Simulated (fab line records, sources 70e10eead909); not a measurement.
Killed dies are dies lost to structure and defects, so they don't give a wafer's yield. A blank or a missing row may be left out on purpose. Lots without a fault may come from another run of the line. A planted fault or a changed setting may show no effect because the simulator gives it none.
fab line records | flow nand_harc | part 1 of 2: steps 1 to 19 of 26
record lots=5 wafers=15 last_day=23
route steps=1159 shown A_STAIRCASE@602
lots that met no fault: from a run of the same line without faults
start_h: hours from the record's first day to the start of the lot's first wafer shown | wait_h: hours since the lot's step before | " the same as in the row above | L1.1+2: a row that stands for several wafers | - no value, or no start given | * or withheld: withheld | < > ~ a bound
route shown NAME@n: a module of which the file shows steps, and the number in the route of the first | usual: mean/standard deviation of fault-free wafers | same: alike in all rows | chamber/n: place in a boat | sites: the reading at each site | _std_site: their standard deviation | _edge_site: outer sites' mean less inner sites' | radius_mm: how far each site lies from the wafer's centre | mask NAME#n: copy n | behind: the tool/chamber that last shaped the wafer | hold: why the lot was held/for how many hours/how that ended | device: the transistor (n, p or np) that didn't switch | end of line: the same wafers' tests at the end of the route | a step without rows: its recipe alone | killed: dies lost to structure and defects at the first sort, not the wafer's yield | map: a wafer's dies, x killed, . not, _ none there
set.NAME: the setting as run; set.NAME@STEP: as run at that earlier step | model.NAME: the simulator's own value behind a step, which no gauge read
lots at some steps of the route; a table a step, a row a wafer
services: from which hour (start_h, from the record's first day; less than 0 if before it) a tool's chamber was out of use, for how many hours, and why
## steps
# step NHARC_A_STAIRCASE_SRD_208
# columns lot.wafer tool chamber start_h wait_h
L082.3+2+6 wet_bench-04 2,3,5 - -
L085.3+1+6 wet_bench-02 2,3,4 - -
L088.6+2+1 wet_bench-05 7,1,2 - -
L090.2+6+4 wet_bench-04 5,6,7 - -
L095.5+1+3 wet_bench-02 6,1,2 - -
# step NHARC_A_STAIRCASE_DEHYDRATE_209
# recipe temp_c=150 time_s=120
# usual exhaust_pa=45.2/0.86
# columns lot.wafer tool chamber start_h wait_h exhaust_pa
L082.2 litho_track-05 0 296.44 - 44.4
L082.3 " 0 " " 44.7
L082.6 " 0 " " 44.0
L085.1 litho_track-02 0 305.74 - 43.8
L085.3 " 0 " " 44.5
L085.6 " 0 " " 44.8
L088.1 litho_track-07 0 322.63 - 44.2
L088.2 " 0 " " 45.1
L088.6 " 0 " " 46.2
L090.2 litho_track-02 0 332.58 - 43.8
L090.4 " 0 " " 45.1
L090.6 " 0 " " 44.6
L095.1 litho_track-05 0 365.86 - 45.0
L095.3 " 0 " " 45.7
L095.5 " 0 " " 45.5
# step NHARC_A_STAIRCASE_HMDS_210
# recipe time_s=30
# usual exhaust_pa=45.1/0.97
# columns lot.wafer tool chamber start_h wait_h exhaust_pa
L082.2 litho_track-05 0 - - 45.3
L082.3 " 0 " " 46.1
L082.6 " 0 " " 44.5
L085.1 litho_track-02 0 - - 46.3
L085.3 " 0 " " 46.3
L085.6 " 0 " " 45.2
L088.1 litho_track-07 0 - - 43.5
L088.2 " 0 " " 43.9
L088.6 " 0 " " 45.2
L090.2 litho_track-02 0 - - 44.6
L090.4 " 0 " " 46.0
L090.6 " 0 " " 44.3
L095.1 litho_track-05 0 - - 44.1
L095.3 " 0 " " 44.6
L095.5 " 0 " " 46.9
# step NHARC_A_STAIRCASE_COAT_211
# recipe spin_rpm=1200
# usual exhaust_pa=45.1/0.82
# columns lot.wafer tool chamber start_h wait_h exhaust_pa
L082.2 litho_track-05 0 - - 44.0
L082.3 " 0 " " 45.5
L082.6 " 0 " " 45.0
L085.1 litho_track-02 0 - - 45.0
L085.3 " 0 " " 45.1
L085.6 " 0 " " 45.4
L088.1 litho_track-07 0 - - 44.7
L088.2 " 0 " " 45.6
L088.6 " 0 " " 46.0
L090.2 litho_track-02 0 - - 43.8
L090.4 " 0 " " 44.0
L090.6 " 0 " " 44.3
L095.1 litho_track-05 0 - - 45.5
L095.3 " 0 " " 45.3
L095.5 " 0 " " 44.2
# step NHARC_A_STAIRCASE_SOFTBAKE_212
# recipe temp_c=135 time_s=170
# usual exhaust_pa=45.0/0.78
# columns lot.wafer tool chamber start_h wait_h exhaust_pa
L082.2 litho_track-05 0 - - 44.8
L082.3 " 0 " " 44.7
L082.6 " 0 " " 44.2
L085.1 litho_track-02 0 - - 45.3
L085.3 " 0 " " 45.0
L085.6 " 0 " " 44.3
L088.1 litho_track-07 0 - - 45.2
L088.2 " 0 " " 46.1
L088.6 " 0 " " 46.0
L090.2 litho_track-02 0 - - 44.7
L090.4 " 0 " " 46.1
L090.6 " 0 " " 45.7
L095.1 litho_track-05 0 - - 45.3
L095.3 " 0 " " 45.8
L095.5 " 0 " " 45.0
# step NHARC_A_STAIRCASE_EBR_213
# usual exhaust_pa=44.9/0.91
# columns lot.wafer tool chamber start_h wait_h exhaust_pa
L082.2 litho_track-05 0 - - 42.4
L082.3 " 0 " " 44.2
L082.6 " 0 " " 43.7
L085.1 litho_track-02 0 - - 45.8
L085.3 " 0 " " 45.0
L085.6 " 0 " " 43.9
L088.1 litho_track-07 0 - - 44.7
L088.2 " 0 " " 44.9
L088.6 " 0 " " 45.6
L090.2 litho_track-02 0 - - 45.7
L090.4 " 0 " " 46.0
L090.6 " 0 " " 44.0
L095.1 litho_track-05 0 - - 45.1
L095.3 " 0 " " 45.2
L095.5 " 0 " " 45.2
# step NHARC_A_STAIRCASE_EXPOSE_214
# recipe na=0.5 dose_mj=31.26 mask_id=STAIR_3
# usual exposure_dose_mJ_cm2=31.26/0.031
# same na=0.5
# columns lot.wafer tool chamber start_h wait_h mask exposure_dose_mJ_cm2
L082.2 krf_scanner-02 0 296.66 - STAIR_3#0 31.23
L082.3 " 0 " " STAIR_3#0 31.23
L082.6 " 0 " " STAIR_3#0 31.22
L085.1 krf_scanner-02 0 306.08 - STAIR_3#0 31.25
L085.3 " 0 " " STAIR_3#0 31.25
L085.6 " 0 " " STAIR_3#0 31.27
L088.1 krf_scanner-02 0 322.96 - STAIR_3#0 31.20
L088.2 " 0 " " STAIR_3#0 31.29
L088.6 " 0 " " STAIR_3#0 31.21
L090.2 krf_scanner-02 0 332.92 - STAIR_3#0 31.25
L090.4 " 0 " " STAIR_3#0 31.24
L090.6 " 0 " " STAIR_3#0 31.26
L095.1 krf_scanner-02 0 366.19 - STAIR_3#0 31.29
L095.3 " 0 " " STAIR_3#0 31.29
L095.5 " 0 " " STAIR_3#0 31.26
# step NHARC_A_STAIRCASE_PEB_215
# recipe peb_temp_c=115 peb_time_s=130
# usual exhaust_pa=45.1/0.9
# columns lot.wafer tool chamber start_h wait_h exhaust_pa
L082.2 litho_track-07 0 296.72 0.1 44.9
L082.3 " 0 " " 43.2
L082.6 " 0 " " 44.1
L085.1 litho_track-07 0 306.14 0.1 46.2
L085.3 " 0 " " 44.9
L085.6 " 0 " " 44.5
L088.1 litho_track-07 0 323.02 0.1 45.7
L088.2 " 0 " " 45.2
L088.6 " 0 " " 47.9
L090.2 litho_track-05 0 332.98 0.1 46.4
L090.4 " 0 " " 45.6
L090.6 " 0 " " 45.6
L095.1 litho_track-05 0 366.26 0.1 45.4
L095.3 " 0 " " 46.1
L095.5 " 0 " " 46.3
# step NHARC_A_STAIRCASE_DEVELOP_216
# recipe time_s=140
# usual exhaust_pa=45.2/0.87
# columns lot.wafer tool chamber start_h wait_h exhaust_pa
L082.2 litho_track-07 0 - - 44.9
L082.3 " 0 " " 44.9
L082.6 " 0 " " 44.9
L085.1 litho_track-07 0 - - 45.9
L085.3 " 0 " " 44.8
L085.6 " 0 " " 46.4
L088.1 litho_track-07 0 - - 45.0
L088.2 " 0 " " 44.2
L088.6 " 0 " " 43.8
L090.2 litho_track-05 0 - - 45.6
L090.4 " 0 " " 45.5
L090.6 " 0 " " 45.6
L095.1 litho_track-05 0 - - 44.6
L095.3 " 0 " " 45.3
L095.5 " 0 " " 44.3
# step NHARC_A_STAIRCASE_HARDBAKE_218
# recipe temp_c=120 time_s=140
# usual exhaust_pa=45.0/0.92
# columns lot.wafer tool chamber start_h wait_h exhaust_pa
L082.2 litho_track-02 0 296.94 - 43.7
L082.3 " 0 " " 43.9
L082.6 " 0 " " 44.4
L085.1 litho_track-07 0 306.39 - 45.2
L085.3 " 0 " " 45.4
L085.6 " 0 " " 45.2
L088.1 litho_track-07 0 323.25 - 44.3
L088.2 " 0 " " 42.9
L088.6 " 0 " " 43.2
L090.2 litho_track-02 0 333.20 - 45.3
L090.4 " 0 " " 44.7
L090.6 " 0 " " 44.2
L095.1 litho_track-05 0 366.47 - 45.4
L095.3 " 0 " " 46.0
L095.5 " 0 " " 45.9
# step NHARC_A_STAIRCASE_DESCUM_219
# recipe time_s=3 o2_flow_sccm=200 ar_flow_sccm=0 bias_power_w=0 chemistry=O2
# usual drypump_motor_current_A=6.0/0.38 oes_product_au=0.998/0.0089 rf_vpp_V=57.7/0.95 showerhead_plenum_p_Torr=1.89/0.079 throttle_valve_pct=11.311/0.009
# columns lot.wafer tool chamber start_h wait_h drypump_motor_current_A oes_product_au rf_hours_counter_h rf_vpp_V showerhead_plenum_p_Torr throttle_valve_pct
L082.2 rie_diel-12 3 298.26 - 6.5 1.000 38 55.9 2.00 11.307
L082.3 " 1 " " 5.9 0.988 33 57.5 1.81 11.319
L082.6 " 2 " " 6.3 1.004 - 59.2 1.99 11.312
L085.3 rie_diel-03 3 306.48 - 5.3 1.015 27 56.6 1.87 11.296
L085.1 " 1 " " 6.0 1.013 30 57.7 1.83 11.328
L085.6 " 3 " " 5.3 1.013 - 57.3 1.87 11.312
L088.2 rie_diel-12 2 323.35 - 6.3 1.018 44 59.8 1.98 11.323
L088.1 " 3 " " 6.5 0.999 49 58.1 1.99 11.303
L088.6 " 2 " " 6.3 1.003 - 58.0 1.98 11.315
L090.2 rie_diel-12 2 333.31 - 6.3 1.014 50 57.8 1.98 11.302
L090.6 " 1 " " 5.9 0.996 - 56.3 1.81 11.310
L090.4 " 2 " " 6.3 1.007 - 57.8 1.98 11.303
L095.3 rie_diel-12 2 366.57 - 6.3 0.993 63 60.0 1.97 11.317
L095.1 " 3 " " 6.5 0.993 67 57.7 1.99 11.309
L095.5 " 1 " " 5.9 0.994 - 56.3 1.81 11.300
# step NHARC_A_STAIRCASE_TRIM_220
# recipe time_s=211.2 o2_flow_sccm=500 ar_flow_sccm=0 bias_w=0 chemistry=O2
# usual drypump_motor_current_A=6.0/0.38 oes_product_au=0.998/0.0092 rf_vpp_V=57.6/0.82 showerhead_plenum_p_Torr=3.48/0.13 throttle_valve_pct=17.036/0.0094
# columns lot.wafer tool chamber start_h wait_h drypump_motor_current_A oes_product_au rf_hours_counter_h rf_vpp_V showerhead_plenum_p_Torr throttle_valve_pct
L082.3 rie_diel-12 3 298.42 0.1 6.5 0.995 38 57.4 3.67 17.027
L082.2 " 1 " " 5.9 0.985 33 57.0 3.36 17.033
L082.6 " 3 " " 6.5 0.988 - 58.7 3.67 17.038
L085.3 rie_diel-03 3 306.71 0.2 5.3 1.015 27 58.0 3.45 17.035
L085.1 " 0 " " 6.5 1.009 28 56.3 3.31 17.034
L085.6 " 3 " " 5.3 1.011 - 58.5 3.45 17.037
L088.1 rie_diel-12 1 323.45 0.1 5.9 0.988 44 58.2 3.35 17.042
L088.2 " 2 " " 6.3 0.991 44 58.3 3.64 17.022
L088.6 " 2 " " 6.3 1.000 - 58.4 3.64 17.038
L090.2 rie_diel-12 1 333.43 0.1 5.9 0.994 50 57.6 3.35 17.036
L090.4 " 2 " " 6.3 0.997 - 58.5 3.64 17.015
L090.6 " 1 " " 5.9 0.997 - 57.4 3.35 17.030
L095.3 rie_diel-12 3 366.67 0.1 6.5 0.997 67 57.8 3.65 17.044
L095.1 " 0 " " 5.8 1.006 53 58.1 3.44 17.035
L095.5 " 3 " " 6.5 0.991 - 58.5 3.65 17.039
# step NHARC_A_STAIRCASE_ETCH_221
# recipe target_depth_a=1000 time_s=40.5 ion_energy_ev=400 c4f8_flow_sccm=20 o2_flow_sccm=10 ar_flow_sccm=withheld rf_w=600 bias_w=1000 chemistry=C4F8/O2
# usual oes_product_au=0.935/0.015 rf_vpp_V=894/5.1
# columns lot.wafer tool chamber start_h wait_h oes_product_au rf_hours_counter_h rf_vpp_V
L082.2 rie_diel-12 0 - - 0.918 37 893
L082.3 " 1 " " 0.925 33 890
L082.6 " 2 " " 0.933 - 900
L085.3 rie_diel-03 3 - - 0.932 27 893
L085.1 " 2 " " 0.944 29 888
L085.6 " 0 " " 0.929 - 887
L088.1 rie_diel-12 3 - - 0.923 50 900
L088.2 " 1 " " 0.940 45 891
L088.6 " 3 " " 0.927 - 901
L090.2 rie_diel-12 1 - - 0.915 51 890
L090.4 " 3 " " 0.916 - 901
L090.6 " 1 " " 0.913 - 890
L095.3 rie_diel-12 3 - - 0.960 67 901
L095.1 " 2 " " 0.950 63 900
L095.5 " 0 " " 0.963 - 893
# step NHARC_A_STAIRCASE_TRIM_222
# recipe time_s=211.2 o2_flow_sccm=500 ar_flow_sccm=0 bias_w=0 chemistry=O2
# usual drypump_motor_current_A=6.0/0.38 oes_product_au=0.999/0.0082 rf_vpp_V=57.6/0.9 showerhead_plenum_p_Torr=3.48/0.13 throttle_valve_pct=17.038/0.0082
# columns lot.wafer tool chamber start_h wait_h drypump_motor_current_A oes_product_au rf_hours_counter_h rf_vpp_V showerhead_plenum_p_Torr throttle_valve_pct
L082.2 rie_diel-12 2 - - 6.3 1.010 32 57.4 3.65 17.034
L082.3 " 3 " " 6.5 1.003 38 57.5 3.67 17.012
L082.6 " 1 " " 5.9 0.989 - 55.8 3.36 17.040
L085.1 rie_diel-03 0 - - 6.5 1.012 28 56.2 3.31 17.034
L085.3 " 2 " " 5.6 1.014 29 57.0 3.35 17.040
L085.6 " 1 " " 6.0 1.009 - 57.2 3.39 17.037
L088.1 rie_diel-12 1 - - 5.9 0.985 45 57.7 3.35 17.039
L088.2 " 2 " " 6.3 0.994 44 57.7 3.64 17.044
L088.6 " 2 " " 6.3 0.993 - 56.8 3.64 17.036
L090.2 rie_diel-12 3 - - 6.5 0.997 56 58.2 3.66 17.056
L090.4 " 2 " " 6.3 1.017 - 58.2 3.64 17.040
L090.6 " 3 " " 6.5 0.999 - 57.8 3.66 17.042
L095.3 rie_diel-12 3 - - 6.5 1.002 67 58.2 3.65 17.032
L095.1 " 1 " " 5.9 0.988 65 56.0 3.34 17.034
L095.5 " 0 " " 5.7 1.009 - 58.2 3.44 17.044
# step NHARC_A_STAIRCASE_ETCH_223
# recipe target_depth_a=1000 time_s=40.5 ion_energy_ev=400 c4f8_flow_sccm=20 o2_flow_sccm=10 ar_flow_sccm=withheld rf_w=600 bias_w=1000 chemistry=C4F8/O2
# usual oes_product_au=0.940/0.012 rf_vpp_V=895/5
# columns lot.wafer tool chamber start_h wait_h oes_product_au rf_hours_counter_h rf_vpp_V
L082.2 rie_diel-12 3 - - 0.945 38 901
L082.3 " 0 " " 0.930 38 894
L082.6 " 3 " " 0.938 - 900
L085.1 rie_diel-03 2 - - 0.945 29 890
L085.3 " 0 " " 0.943 28 888
L085.6 " 1 " " 0.932 - 890
L088.2 rie_diel-12 3 - - 0.935 50 902
L088.1 " 1 " " 0.930 45 890
L088.6 " 3 " " 0.930 - 902
L090.2 rie_diel-12 3 - - 0.940 56 900
L090.6 " 3 " " 0.934 - 901
L090.4 " 1 " " 0.936 - 890
L095.1 rie_diel-12 3 - - 0.947 67 902
L095.3 " 1 " " 0.949 65 890
L095.5 " 3 " " 0.949 - 901
# step NHARC_A_STAIRCASE_TRIM_224
# recipe time_s=211.2 o2_flow_sccm=500 ar_flow_sccm=0 bias_w=0 chemistry=O2
# usual drypump_motor_current_A=6.1/0.39 oes_product_au=1.000/0.0094 rf_vpp_V=57.6/0.92 showerhead_plenum_p_Torr=3.49/0.14 throttle_valve_pct=17.037/0.0095
# columns lot.wafer tool chamber start_h wait_h drypump_motor_current_A oes_product_au rf_hours_counter_h rf_vpp_V showerhead_plenum_p_Torr throttle_valve_pct
L082.3 rie_diel-12 2 - - 6.3 1.008 33 57.9 3.65 17.045
L082.2 " 3 " " 6.5 1.001 39 57.3 3.67 17.042
L082.6 " 2 " " 6.3 1.019 - 57.9 3.65 17.038
L085.1 rie_diel-03 0 - - 6.5 1.010 28 57.0 3.31 17.055
L085.3 " 2 " " 5.6 1.021 29 57.9 3.35 17.044
L085.6 " 3 " " 5.3 0.999 - 56.3 3.45 17.029
L088.1 rie_diel-12 3 - - 6.5 0.998 50 58.7 3.66 17.040
L088.2 " 1 " " 5.9 0.994 45 56.3 3.35 17.040
L088.6 " 3 " " 6.5 0.982 - 58.2 3.66 17.041
L090.2 rie_diel-12 1 - - 5.9 0.992 51 57.0 3.35 17.035
L090.6 " 1 " " 5.9 0.988 - 57.3 3.35 17.030
L090.4 " 2 " " 6.3 0.993 - 57.7 3.64 17.026
L095.1 rie_diel-12 3 - - 6.5 0.998 67 56.6 3.65 17.033
L095.3 " 1 " " 5.9 0.995 65 57.2 3.34 17.043
L095.5 " 2 " " 6.3 1.008 - 59.7 3.63 17.019
# step NHARC_A_STAIRCASE_ETCH_225
# recipe target_depth_a=1000 time_s=40.5 ion_energy_ev=400 c4f8_flow_sccm=20 o2_flow_sccm=10 ar_flow_sccm=withheld rf_w=600 bias_w=1000 chemistry=C4F8/O2
# usual oes_product_au=0.939/0.011 rf_vpp_V=894/4.9
# columns lot.wafer tool chamber start_h wait_h oes_product_au rf_hours_counter_h rf_vpp_V
L082.2 rie_diel-12 0 - - 0.945 38 893
L082.3 " 3 " " 0.921 39 902
L082.6 " 0 " " 0.932 - 894
L085.3 rie_diel-03 2 - - 0.950 29 889
L085.1 " 3 " " 0.950 27 893
L085.6 " 2 " " 0.960 - 888
L088.2 rie_diel-12 1 - - 0.939 45 889
L088.1 " 3 " " 0.932 50 902
L088.6 " 1 " " 0.947 - 889
L090.2 rie_diel-12 2 - - 0.923 50 901
L090.4 " 2 " " 0.932 - 899
L090.6 " 3 " " 0.918 - 901
L095.1 rie_diel-12 1 - - 0.930 65 889
L095.3 " 3 " " 0.936 67 902
L095.5 " 1 " " 0.931 - 890
# step NHARC_A_STAIRCASE_TRIM_226
# recipe time_s=211.2 o2_flow_sccm=500 ar_flow_sccm=0 bias_w=0 chemistry=O2
# usual drypump_motor_current_A=6.1/0.36 oes_product_au=0.999/0.0095 rf_vpp_V=57.8/0.89 showerhead_plenum_p_Torr=3.49/0.14 throttle_valve_pct=17.036/0.0087
# columns lot.wafer tool chamber start_h wait_h drypump_motor_current_A oes_product_au rf_hours_counter_h rf_vpp_V showerhead_plenum_p_Torr throttle_valve_pct
L082.2 rie_diel-12 1 - - 5.9 0.981 34 57.6 3.36 17.028
L082.3 " 0 " " 5.7 1.006 38 57.2 3.45 17.035
L082.6 " 1 " " 5.9 0.980 - 57.9 3.36 17.047
L085.1 rie_diel-03 2 - - 5.6 1.020 29 59.2 3.35 17.040
L085.3 " 0 " " 6.5 1.007 28 57.2 3.31 17.022
L085.6 " 1 " " 6.0 1.010 - 56.6 3.39 17.046
L088.2 rie_diel-12 1 - - 5.9 0.990 45 57.2 3.35 17.017
L088.1 " 2 " " 6.3 0.998 44 57.7 3.64 17.018
L088.6 " 2 " " 6.3 0.992 - 57.6 3.64 17.026
L090.2 rie_diel-12 1 - - 5.9 0.989 51 56.4 3.35 17.046
L090.6 " 2 " " 6.3 0.996 - 58.0 3.64 17.033
L090.4 " 3 " " 6.5 0.996 - 58.5 3.66 17.034
L095.1 rie_diel-12 2 - - 6.3 0.998 64 58.2 3.63 17.044
L095.3 " 3 " " 6.5 1.002 67 57.7 3.65 17.034
L095.5 " 1 " " 5.9 0.991 - 59.0 3.34 17.032
# step NHARC_A_STAIRCASE_ETCH_227
# recipe target_depth_a=1000 time_s=40.5 ion_energy_ev=400 c4f8_flow_sccm=20 o2_flow_sccm=10 ar_flow_sccm=withheld rf_w=600 bias_w=1000 chemistry=C4F8/O2
# usual oes_product_au=0.943/0.011 rf_vpp_V=894/5.1
# columns lot.wafer tool chamber start_h wait_h oes_product_au rf_hours_counter_h rf_vpp_V
L082.2 rie_diel-12 1 - - 0.927 35 889
L082.3 " 2 " " 0.931 34 900
L082.6 " 1 " " 0.933 - 889
L085.1 rie_diel-03 2 - - 0.951 29 888
L085.3 " 0 " " 0.950 28 889
L085.6 " 3 " " 0.944 - 893
L088.2 rie_diel-12 1 - - 0.928 45 890
L088.1 " 3 " " 0.926 51 902
L088.6 " 3 " " 0.938 - 901
L090.2 rie_diel-12 3 - - 0.944 56 899
L090.4 " 1 " " 0.955 - 890
L090.6 " 3 " " 0.936 - 900
L095.3 rie_diel-12 0 - - 0.959 53 893
L095.1 " 1 " " 0.941 65 889
L095.5 " 3 " " 0.949 - 900
